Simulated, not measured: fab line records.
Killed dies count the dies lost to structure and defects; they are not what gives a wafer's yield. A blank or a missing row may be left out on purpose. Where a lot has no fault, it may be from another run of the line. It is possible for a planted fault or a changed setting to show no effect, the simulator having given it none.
fab line records	flow n5-finfet
[record] lots = 6	wafers = 18	last-day = 17
route steps=1938 shown BEOL_M11@1576 PASSIVATION@1936
lots with no fault: from the same line, run without faults
start-h: hours from the record's first day to the start of the lot's first wafer shown	wait-h: hours since the lot's step before	" unchanged from the row above	L1.1+2: a single row standing in for several wafers	- no value, or no start was given	* or withheld: withheld	< > ~ a bound
route shown NAME@n: a module of which the file shows steps, and the number in the route of the first	usual: mean/standard deviation of fault-free wafers	same: alike in all rows	chamber/n: place in a boat	sites: readings site by site	_std_site: the standard deviation of these	_edge_site: inner sites' mean taken away from outer sites' mean	radius-mm: for every site, how far away it sits from the centre of the wafer	mask NAME#n: copy n	behind: the last tool/chamber to shape the wafer	hold: why the lot was held/for how many hours/how that ended	device: which transistor (n, p or np) failed to switch	end of line: tests of these same wafers at the route's end	for a step that has no rows: nothing shown but its recipe	killed: the dies lost at the first sort to structure and to defects; this is not the yield of the wafer	map: shows each die of a wafer: x if killed, . if not, _ if none is there
set.NAME: the setting that was run; set.NAME@STEP: the one run at that earlier step	model.NAME: the simulator's own value behind a step, which no gauge read
lots at selected steps of the route; one table per step, one row per wafer
services: from which hour (start-h, from the record's first day; less than 0 if before it) a tool's chamber was out of use, for how many hours, and why
[[steps]]
[step N5_BEOL_M11_STRIP_73]
[recipe] chemistry = C4F6/O2	resist = SiARC	rf-frequency-hz = 6e+07
[step N5_BEOL_M11_STRIP_36]
[recipe] chemistry = N2/H2	power-w = 450	temp-c = 40	pressure-mtorr = 20	rf-frequency-hz = 6e+07	overash-fraction = 0.3	bias-power-w = 7	h2-frac = 0.5	n2-flow-sccm = 200	h2-flow-sccm = 200
[step N5_BEOL_M11_TRENCH_ETCH_37]
[recipe] chemistry = C4F6/O2	target-depth-a = 1488.3	target = SiCOH_lowk	time-s = 48	ion-energy-ev = 250	pressure-mtorr = 30	source-w = 345	bias-w = 185	Ar_flow_sccm = 300	C4F6_flow_sccm = 10	O2_flow_sccm = 10
[usual] drypump-motor-current-A = 5.8/0.43	oes-product-au = 0.81/0.1	rf-vpp-V = 666/12	showerhead-plenum-p-Torr = 2.86/0.1	throttle-valve-pct = 20.98/0.21
lot.wafer	tool	chamber	start-h	wait-h	drypump-motor-current-A	oes-product-au	rf-hours-counter-h	rf-vpp-V	showerhead-plenum-p-Torr	throttle-valve-pct
L155.2	rie-diel-06	3	-	-	5.9	0.85	58	680	2.78	20.90
L155.3	"	2	"	"	5.7	0.99	2	667	3.01	21.05
L155.5	"	1	"	"	6.2	0.74	-	663	2.94	21.25
L159.4	rie-diel-06	0	-	-	5.5	0.93	17	667	3.05	21.06
L159.5	"	3	"	"	5.9	0.85	-	682	2.78	20.92
L159.6	"	2	"	"	5.7	0.95	-	665	3.00	21.04
L157.2	rie-diel-05	2	-	-	5.4	0.85	37	665	2.92	21.19
L157.3	"	3	"	"	5.9	0.73	181	673	2.94	21.19
L157.4	"	0	"	"	5.4	0.70	175	660	2.74	21.05
L160.1	rie-diel-01	3	-	-	5.9	0.93	25	665	2.78	20.84
L160.3	"	2	"	"	6.0	0.71	178	647	2.75	20.82
L160.6	"	2	"	"	6.0	0.70	-	650	2.75	20.82
L168.3	rie-diel-05	1	-	-	6.3	0.89	45	695	2.89	20.49
L168.5	"	1	"	"	6.2	0.88	-	698	2.89	20.47
L168.6	"	0	"	"	5.4	0.69	-	660	2.73	21.08
L171.1	rie-diel-01	3	-	-	5.9	0.87	53	665	2.76	20.87
L171.2	"	0	"	"	6.7	0.96	7	654	2.81	20.71
L171.4	"	3	"	"	5.9	0.87	-	664	2.76	20.88
[step N5_BEOL_M11_ETCH_41]
[recipe] chemistry = CH3F/O2	target = SiCN	target-depth-a = 426	taper-deg = 2	time-s = 86	ion-energy-ev = 120	mask-material = TiN	pressure-mtorr = 30	source-w = 395	bias-w = 75	Ar_flow_sccm = 150	CH3F_flow_sccm = 30	O2_flow_sccm = 20
[usual] drypump-motor-current-A = 5.8/0.43	oes-product-au = 0.81/0.1	rf-vpp-V = 297.5/1.7	showerhead-plenum-p-Torr = 2.01/0.074	throttle-valve-pct = 16.34/0.21
lot.wafer	tool	chamber	start-h	wait-h	drypump-motor-current-A	oes-product-au	rf-hours-counter-h	rf-vpp-V	showerhead-plenum-p-Torr	throttle-valve-pct
L155.2	rie-diel-06	3	-	-	5.9	0.85	58	296.6	1.95	16.26
L155.3	"	2	"	"	5.8	0.98	2	298.9	2.12	16.36
L155.5	"	1	"	"	6.2	0.73	-	297.8	2.07	16.62
L159.4	rie-diel-06	0	-	-	5.5	0.92	17	300.4	2.15	16.31
L159.5	"	3	"	"	5.9	0.85	-	296.0	1.95	16.25
L159.6	"	2	"	"	5.8	0.97	-	300.4	2.12	16.38
L157.2	rie-diel-05	2	-	-	5.4	0.85	37	297.9	2.05	16.45
L157.3	"	3	"	"	5.9	0.73	181	299.5	2.07	16.57
L157.4	"	0	"	"	5.3	0.71	176	296.1	1.92	16.42
L160.1	rie-diel-01	3	-	-	5.9	0.92	25	295.6	1.95	16.20
L160.3	"	2	"	"	5.9	0.69	178	293.8	1.93	16.23
L160.6	"	2	"	"	6.0	0.70	-	295.6	1.93	16.23
L168.3	rie-diel-05	1	-	-	6.2	0.88	45	297.8	2.03	15.85
L168.5	"	1	"	"	6.2	0.88	-	298.7	2.03	15.88
L168.6	"	0	"	"	5.4	0.70	-	295.4	1.91	16.45
L171.1	rie-diel-01	3	-	-	5.9	0.86	53	296.1	1.94	16.27
L171.2	"	0	"	"	6.7	0.95	7	296.9	1.97	16.04
L171.4	"	3	"	"	5.9	0.87	-	296.0	1.94	16.27
[step N5_BEOL_M11_STRIP_77]
[recipe] chemistry = N2/H2	time-s = 10	power-w = 450	temp-c = 40	pressure-mtorr = 20	rf-frequency-hz = 6e+07	bias-power-w = 7	n2-flow-sccm = 200	h2-flow-sccm = 200
[usual] drypump-motor-current-A = 5.8/0.43	oes-product-au = 0.81/0.099	rf-vpp-V = 59.2/0.91	showerhead-plenum-p-Torr = 2.55/0.096	throttle-valve-pct = 23.7/0.32
lot.wafer	tool	chamber	start-h	wait-h	drypump-motor-current-A	oes-product-au	rf-hours-counter-h	rf-vpp-V	showerhead-plenum-p-Torr	throttle-valve-pct
L155.2	rie-diel-06	3	-	-	5.9	0.85	58	59.7	2.47	23.5
L155.3	"	2	"	"	5.8	0.98	2	59.4	2.72	24.2
L155.5	"	1	"	"	6.2	0.72	-	59.4	2.63	24.1
L159.4	rie-diel-06	0	-	-	5.5	0.94	17	60.5	2.69	23.6
L159.5	"	3	"	"	5.8	0.85	-	60.2	2.47	23.5
L159.6	"	2	"	"	5.8	0.95	-	58.5	2.72	24.2
L157.2	rie-diel-05	2	-	-	5.4	0.86	37	59.6	2.60	24.1
L157.3	"	3	"	"	5.9	0.74	181	59.1	2.63	24.1
L157.4	"	0	"	"	5.4	0.72	176	59.3	2.43	23.9
L160.1	rie-diel-01	3	-	-	5.9	0.90	25	59.7	2.48	23.5
L160.3	"	2	"	"	6.0	0.71	178	57.5	2.43	23.4
L160.6	"	2	"	"	6.0	0.71	-	58.1	2.43	23.4
L168.3	rie-diel-05	1	-	-	6.2	0.88	45	58.5	2.59	23.2
L168.5	"	1	"	"	6.2	0.87	-	58.6	2.59	23.2
L168.6	"	0	"	"	5.4	0.69	-	59.0	2.42	23.9
L171.1	rie-diel-01	3	-	-	5.9	0.87	53	58.4	2.47	23.5
L171.2	"	0	"	"	6.7	0.96	7	57.7	2.51	23.4
L171.4	"	3	"	"	5.9	0.86	-	59.7	2.47	23.5
[step N5_BEOL_M11_OCD_MEAS_38]
[usual] trench-depth-nm = 148/3.2
lot.wafer	tool	chamber	start-h	wait-h	trench-depth-nm
L155.2	ocd-02	-	260.72	-	146
L155.3	"	-	"	"	152
L155.5	"	-	"	"	148
L159.4	ocd-02	-	281.12	-	151
L159.5	"	-	"	"	148
L159.6	"	-	"	"	153
L157.2	ocd-02	-	281.16	-	145
L157.3	"	-	"	"	146
L157.4	"	-	"	"	144
L160.1	ocd-02	-	281.21	-	153
L160.3	"	-	"	"	146
L160.6	"	-	"	"	144
L168.3	ocd-01	-	338.84	-	147
L168.5	"	-	"	"	148
L168.6	"	-	"	"	145
L171.1	ocd-01	-	358.45	-	152
L171.2	"	-	"	"	153
L171.4	"	-	"	"	151
[step N5_BEOL_M11_HM_STRIP_39]
[recipe] chemistry = peroxide-tin-strip	material = TiN	target-depth-a = 250	temp-c = 50	time-s = 158
[step N5_BEOL_M11_SRD_40]
[recipe] time-s = 30	temp-c = 23	rinse-liquid = diw	dry = ipa-marangoni
[step N5_BEOL_M11_PRECLEAN_42]
[recipe] chemistry = residue-remover	time-s = 60	temp-c = 40
[step N5_BEOL_M11_SRD_43]
[recipe] time-s = 30	temp-c = 23	rinse-liquid = diw	dry = ipa-marangoni
[step N5_BEOL_M11_CD_MEAS_35]
[recipe] target-cd-nm = 70	polarity = opening
[usual] cd-nm = 69.6/0.54
lot.wafer	tool	chamber	start-h	wait-h	cd-nm
L155.2	cd-sem-02	-	260.88	0.0	69.7
L155.3	"	-	"	"	70.5
L155.5	"	-	"	"	71.0
L159.4	cd-sem-02	-	281.29	0.0	69.4
L159.5	"	-	"	"	69.1
L159.6	"	-	"	"	69.4
L157.2	cd-sem-01	-	281.32	0.0	68.6
L157.3	"	-	"	"	69.0
L157.4	"	-	"	"	69.8
L160.1	cd-sem-02	-	281.37	0.0	69.0
L160.3	"	-	"	"	69.6
L160.6	"	-	"	"	68.4
L168.3	cd-sem-03	-	338.99	0.0	70.3
L168.5	"	-	"	"	69.6
L168.6	"	-	"	"	69.6
L171.1	cd-sem-02	-	358.61	0.0	69.6
L171.2	"	-	"	"	69.8
L171.4	"	-	"	"	70.0
[step N5_BEOL_M11_CURE_72]
[recipe] temp-c = 370	time-s = 120	ambient = DMADMS/He	material = SiCOH_lowk
[usual] lamp-power-pct = 52.31/0.053	wafer_temp_C_max = 371.9/0.55
lot.wafer	tool	chamber	start-h	wait-h	lamp-power-pct	wafer_temp_C_max
L155.2	uv-cure-03	0	260.97	0.1	52.27	372.3
L155.3	"	0	"	"	52.29	371.5
L155.5	"	0	"	"	52.27	371.4
L159.4	uv-cure-01	0	281.47	0.2	52.30	372.7
L159.5	"	0	"	"	52.34	372.7
L159.6	"	0	"	"	52.32	372.0
L157.2	uv-cure-02	2	281.64	0.3	52.31	372.1
L157.3	"	2	"	"	52.28	371.8
L157.4	"	2	"	"	52.29	372.0
L160.1	uv-cure-03	1	281.72	0.3	52.35	371.1
L160.3	"	1	"	"	52.25	371.2
L160.6	"	1	"	"	52.30	371.5
L168.3	uv-cure-01	0	339.13	0.1	52.39	372.8
L168.5	"	0	"	"	52.34	372.4
L168.6	"	0	"	"	52.26	371.6
L171.1	uv-cure-02	2	358.89	0.3	52.40	372.0
L171.2	"	2	"	"	52.28	371.4
L171.4	"	2	"	"	52.34	372.4
[step N5_BEOL_M11_DEGAS_44]
[recipe] ambient = vacuum	temp-c = 250	time-s = 60
[usual] heater-power-w = 332/43	susceptor-temp-C = 249.99/0.2
lot.wafer	tool	chamber	start-h	wait-h	heater-power-w	susceptor-temp-C
L155.2	pvd-sputter-03	-	261.64	0.6	352	250.02
L155.3	"	-	"	"	276	250.43
L155.5	"	-	"	"	352	250.02
L159.4	pvd-sputter-03	-	281.94	0.4	277	250.02
L159.5	"	-	"	"	346	254.31
L159.6	"	-	"	"	279	249.77
L157.2	pvd-sputter-03	-	282.02	0.3	279	249.71
L157.3	"	-	"	"	345	249.92
L157.4	"	-	"	"	350	254.08
L160.1	pvd-sputter-01	-	282.63	0.9	440	249.86
L160.3	"	-	"	"	387	250.06
L160.6	"	-	"	"	311	249.91
L168.3	pvd-sputter-01	-	340.10	0.9	329	249.71
L168.5	"	-	"	"	326	249.65
L168.6	"	-	"	"	309	250.02
L171.1	pvd-sputter-02	-	359.24	0.3	322	250.09
L171.2	"	-	"	"	374	249.90
L171.4	"	-	"	"	347	250.24
[step N5_BEOL_M11_PRE_CLEAN_45]
[recipe] gas = H2/He	time-s = 30	temp-c = 250
[usual] heater-power-w = 331/42
lot.wafer	tool	chamber	start-h	wait-h	heater-power-w
L155.2	pvd-sputter-03	-	261.68	0.0	355
L155.3	"	-	"	"	277
L155.5	"	-	"	"	353
L159.4	pvd-sputter-03	-	281.98	0.0	283
L159.5	"	-	"	"	328
L159.6	"	-	"	"	290
L157.2	pvd-sputter-03	-	282.06	0.0	284
L157.3	"	-	"	"	349
L157.4	"	-	"	"	345
L160.1	pvd-sputter-01	-	282.67	0.0	423
L160.3	"	-	"	"	382
L160.6	"	-	"	"	301
L168.3	pvd-sputter-01	-	340.14	0.0	326
L168.5	"	-	"	"	334
L168.6	"	-	"	"	316
L171.1	pvd-sputter-02	-	359.28	0.0	322
L171.2	"	-	"	"	367
L171.4	"	-	"	"	359
[step N5_PASSIVATION_PROBE_49]
[usual] defect-limited-yield = 91.4/1.4	killed_at_M0_to_M3 = 32/10	killed_at_M4_up = 13/5.6	killed-at-contacts = 13/6.6	killed-at-front-end = 39/13	killed-at-other = 3.4/2.8	killed-dies = 101/17	killed-open = 66/13	killed-short = 33/7	sort_bin_5_function = 5.0/0.93	sort_bin_6_memory = 3.2/0.65	sort-n-pass = 1078/17	sort-yield-pct = 91.4/1.4
[same] gross-dies = 1180	killed-at-back-side = 0	sort_bin_4_leakage[%] = 0	sort_bin_8_speed[%] = 0
lot.wafer	tool	chamber	start-h	wait-h	defect-limited-yield[%]	killed_at_M0_to_M3	killed_at_M4_up	killed-at-contacts	killed-at-front-end	killed-at-other	killed-dies	killed-open	killed-short	sort_bin_5_function[%]	sort_bin_6_memory[%]	sort-n-pass	sort-yield-pct[%]
L155.2	prober-02	-	306.69	0.1	89.7	37	14	15	49	6	121	82	35	5.8	4.2	1059	89.7
L155.3	prober-02	-	306.74	0.1	89.6	33	14	7	67	2	123	82	41	6.7	3.5	1057	89.6
L155.5	prober-02	-	306.84	0.2	90.7	38	7	12	52	1	110	74	34	6.0	2.9	1070	90.7
L159.4	prober-02	-	323.16	0.2	91.4	19	14	19	47	2	101	68	32	4.6	3.6	1079	91.4
L159.5	prober-02	-	323.21	0.2	91.9	37	7	14	36	1	95	62	32	4.4	3.4	1085	91.9
L159.6	prober-02	-	323.26	0.3	88.4	29	10	21	71	6	137	91	42	6.9	4.2	1043	88.4
L157.2	prober-02	-	325.04	0.1	94.7	14	3	16	28	1	62	40	18	2.8	2.1	1118	94.7
L157.3	prober-02	-	325.09	0.1	91.2	19	8	14	63	0	104	59	27	4.7	2.5	1076	91.2
L157.4	prober-02	-	325.14	0.2	90.8	31	14	14	49	1	109	80	28	5.6	3.2	1071	90.8
L160.1	prober-02	-	328.83	0.0	90.8	30	12	14	52	0	108	58	44	4.6	3.8	1072	90.8
L160.3	prober-02	-	328.93	0.1	92.4	39	12	13	24	2	90	56	34	4.9	2.5	1090	92.4
L160.6	prober-02	-	329.08	0.3	93.9	29	4	13	26	0	72	50	22	4.1	1.8	1108	93.9
L168.3	prober-02	-	383.19	0.1	94.2	36	8	9	13	3	69	51	16	3.5	2.1	1111	94.2
L168.5	prober-02	-	383.29	0.2	92.5	30	4	14	37	3	88	63	25	4.4	2.5	1092	92.5
L168.6	prober-02	-	383.34	0.3	94.4	18	17	5	26	0	66	38	27	3.6	1.9	1114	94.4
L171.1	prober-01	-	402.77	0.0	92.4	18	18	13	41	0	90	61	25	4.2	3.0	1090	92.4
L171.2	prober-01	-	402.82	0.1	92.4	44	12	8	23	3	90	53	36	4.5	3.1	1090	92.4
L171.4	prober-01	-	402.92	0.2	92.4	29	8	19	33	1	90	63	25	4.2	2.9	1090	92.4
// killed by level:class
L155.2 STI_FIN_REVEAL:geometric-particle:open=11 MOL_CONTACT_COAG:geometric-particle:open=11 BEOL_M1:geometric-particle:open=10 BEOL_M2:geometric-particle:open=8 BEOL_M0_SAQP:geometric-particle:short=7 BEOL_M0_SAQP:geometric-particle:open=6 BEOL_M4:geometric-particle:open=5 DUMMY_GATE:geometric-particle:short=4
L155.3 STI_FIN_REVEAL:geometric-particle:open=19 FIN_SAQP:geometric-particle:open=11 BEOL_M0_SAQP:geometric-particle:short=11 GATE_CUT:geometric-particle:short=9 GATE_CUT:geometric-particle:open=9 FIN_SAQP:geometric-particle:short=6 BEOL_M0_SAQP:geometric-particle:open=6 BEOL_M3:geometric-particle:open=6
L155.5 FIN_SAQP:geometric-particle:open=21 BEOL_M0_SAQP:geometric-particle:open=10 MOL_CONTACT_COAG:geometric-particle:open=10 BEOL_M0_SAQP:geometric-particle:short=8 FIN_SAQP:geometric-particle:short=7 GATE_CUT:geometric-particle:short=6 BEOL_M0:geometric-particle:open=6 BEOL_M3:geometric-particle:open=6
L159.4 MOL_CONTACT_COAG:geometric-particle:open=19 FIN_SAQP:geometric-particle:open=9 FIN_SAQP:geometric-particle:short=8 DUMMY_GATE:geometric-particle:open=6 STI_FIN_REVEAL:geometric-particle:open=5 BEOL_M4:geometric-particle:open=5 GATE_CUT:geometric-particle:short=4 BEOL_M1:geometric-particle:open=4
L159.5 BEOL_M0_SAQP:geometric-particle:open=12 BEOL_M2:geometric-particle:open=12 MOL_CONTACT_COAG:geometric-particle:open=9 FIN_SAQP:geometric-particle:short=8 STI_FIN_REVEAL:geometric-particle:open=6 DUMMY_GATE:geometric-particle:short=5 MOL_CONTACT_COAG:geometric-particle:short=5 FIN_SAQP:geometric-particle:open=4
L159.6 FIN_SAQP:geometric-particle:open=34 MOL_CONTACT_COAG:geometric-particle:open=18 FIN_SAQP:geometric-particle:short=11 BEOL_M2:geometric-particle:open=9 BEOL_M0_SAQP:geometric-particle:short=6 BEOL_M0_SAQP:geometric-particle:open=5 BEOL_M4:geometric-particle:open=5 STARTING-WAFER:geometric-particle:open=5
L157.2 MOL_CONTACT_COAG:geometric-particle:open=12 STI_FIN_REVEAL:geometric-particle:open=7 FIN_SAQP:geometric-particle:open=4 MOL_CONTACT_COAG:geometric-particle:short=4 BEOL_M0_SAQP:geometric-particle:open=4 FIN_SAQP:geometric-particle:short=3 BEOL_M0:geometric-particle:open=3 BEOL_M3:geometric-particle:open=3
L157.3 HKMG_FIN:area-etch=15 STI_FIN_REVEAL:geometric-particle:open=13 MOL_CONTACT_COAG:geometric-particle:open=13 FIN_SAQP:geometric-particle:open=6 FIN_SAQP:geometric-particle:short=6 GATE_CUT:geometric-particle:short=6 STI_FIN_REVEAL:geometric-particle:short=5 BEOL_M1:geometric-particle:open=5
L157.4 STI_FIN_REVEAL:geometric-particle:open=16 MOL_CONTACT_COAG:geometric-particle:open=12 BEOL_M0_SAQP:geometric-particle:open=8 BEOL_M3:geometric-particle:open=6 DUMMY_GATE:geometric-particle:open=5 BEOL_M2:geometric-particle:open=5 BEOL_M8:geometric-particle:open=5 STARTING-WAFER:geometric-particle:short=5
L160.1 STI_FIN_REVEAL:geometric-particle:open=13 BEOL_M0_SAQP:geometric-particle:short=13 MOL_CONTACT_COAG:geometric-particle:open=10 BEOL_M0_SAQP:geometric-particle:open=10 FIN_SAQP:geometric-particle:short=7 FIN_SAQP:geometric-particle:open=6 HKMG_FIN:area-etch=6 DUMMY_GATE:geometric-particle:open=4
L160.3 MOL_CONTACT_COAG:geometric-particle:open=11 BEOL_M2:geometric-particle:open=9 BEOL_M0_SAQP:geometric-particle:short=8 FIN_SAQP:geometric-particle:short=5 BEOL_M0:geometric-particle:open=5 BEOL_M0_SAQP:geometric-particle:open=5 BEOL_M3:geometric-particle:open=5 BEOL_M5:geometric-particle:open=5
L160.6 MOL_CONTACT_COAG:geometric-particle:open=13 BEOL_M0_SAQP:geometric-particle:short=8 BEOL_M3:geometric-particle:open=7 FIN_SAQP:geometric-particle:short=5 DUMMY_GATE:geometric-particle:open=4 STI_FIN_REVEAL:geometric-particle:open=4 BEOL_M1:geometric-particle:open=4 BEOL_M0_SAQP:geometric-particle:open=4
L168.3 BEOL_M0_SAQP:geometric-particle:open=12 MOL_CONTACT_COAG:geometric-particle:open=6 BEOL_M0_SAQP:geometric-particle:short=6 BEOL_M1:geometric-particle:open=6 BEOL_M3:geometric-particle:open=5 GATE_CUT:geometric-particle:open=4 DUMMY_GATE:geometric-particle:open=3 MOL_CONTACT_COAG:geometric-particle:short=3
L168.5 BEOL_M1:geometric-particle:open=11 STI_FIN_REVEAL:geometric-particle:open=9 MOL_CONTACT_COAG:geometric-particle:open=9 BEOL_M3:geometric-particle:open=7 MOL_CONTACT_COAG:geometric-particle:short=5 STI_FIN_REVEAL:geometric-particle:short=4 DUMMY_GATE:geometric-particle:open=4 ILD0:geometric-particle:open=4
L168.6 BEOL_M4:geometric-particle:short=6 MOL_CONTACT_COAG:geometric-particle:open=5 BEOL_M4:geometric-particle:open=5 GATE_CUT:geometric-particle:short=4 BEOL_M0_SAQP:geometric-particle:open=4 BEOL_M1:geometric-particle:open=4 STARTING-WAFER:geometric-particle:open=4 FIN_SAQP:geometric-particle:open=3
L171.1 MOL_CONTACT_COAG:geometric-particle:open=11 FIN_SAQP:geometric-particle:open=9 FIN_SAQP:geometric-particle:short=8 STARTING-WAFER:geometric-particle:open=6 BEOL_M5:geometric-particle:open=4 DUMMY_GATE:geometric-particle:open=4 GATE_CUT:geometric-particle:short=4 BEOL_M2:geometric-particle:open=4
L171.2 BEOL_M0_SAQP:geometric-particle:short=12 BEOL_M2:geometric-particle:open=10 FIN_SAQP:geometric-particle:short=8 BEOL_M3:geometric-particle:open=8 MOL_CONTACT_COAG:geometric-particle:open=6 BEOL_M4:geometric-particle:open=5 BEOL_M0_SAQP:geometric-particle:open=5 STI_FIN_REVEAL:geometric-particle:open=4
L171.4 MOL_CONTACT_COAG:geometric-particle:open=11 BEOL_M0_SAQP:geometric-particle:open=10 STI_FIN_REVEAL:geometric-particle:open=8 DUMMY_GATE:geometric-particle:open=7 MOL_CONTACT_COAG:geometric-particle:short=7 BEOL_M2:geometric-particle:open=7 GATE_CUT:geometric-particle:short=5 BEOL_M0_SAQP:geometric-particle:short=5
[[services]]
tool	chamber	start-h	hours	kind
rie-diel-05	0	247.47	3.2	repair
rie-diel-05	3	249.30	7.6	repair
uv-cure-01	-	262.07	0.9	repair
rie-diel-01	-	296.55	2.8	pm
uv-cure-02	-	300.42	1.0	pm
uv-cure-01	-	323.91	2.1	pm
rie-diel-01	0	329.32	-	clean
rie-diel-01	0	329.32	-	consumable-replace:focus-ring
rie-diel-01	0	329.32	14.9	scheduled-down
rie-diel-01	0	329.32	14.9	vent-cycle
rie-diel-05	-	337.19	0.3	repair
rie-diel-01	1	344.20	-	clean
rie-diel-01	1	344.20	-	consumable-replace:focus-ring
rie-diel-01	1	344.20	14.5	scheduled-down
rie-diel-01	1	344.20	14.5	vent-cycle
rie-diel-06	-	348.21	15.6	pm
uv-cure-01	-	357.55	6.0	pm
[[key]]
[first-sign] step = N5_BEOL_M11_DEGAS_44	reading = susceptor-temp-C	direction = up	sigmas = 21	usual = *	struck = *
effect none on later readings
met-at N5_BEOL_M11_DEGAS_44
struck-wafers L157.4,L159.5
[baseline-loss] step = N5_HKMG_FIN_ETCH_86	wafers = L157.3
[fault] kind = process-parameter-drift	tool = pvd-sputter-03	chamber = -	onset-h = 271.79	steps = N5_BEOL_M11_DEGAS_44	channel = temp-c	offset = *	shape = step	end-h = 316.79	acts-in = *	stated = *	scope = struck-wafers-only
// baseline-loss: these wafers lose ten dies or more at that step, a loss of the line's own and not of a fault; the sort's usual values leave them out
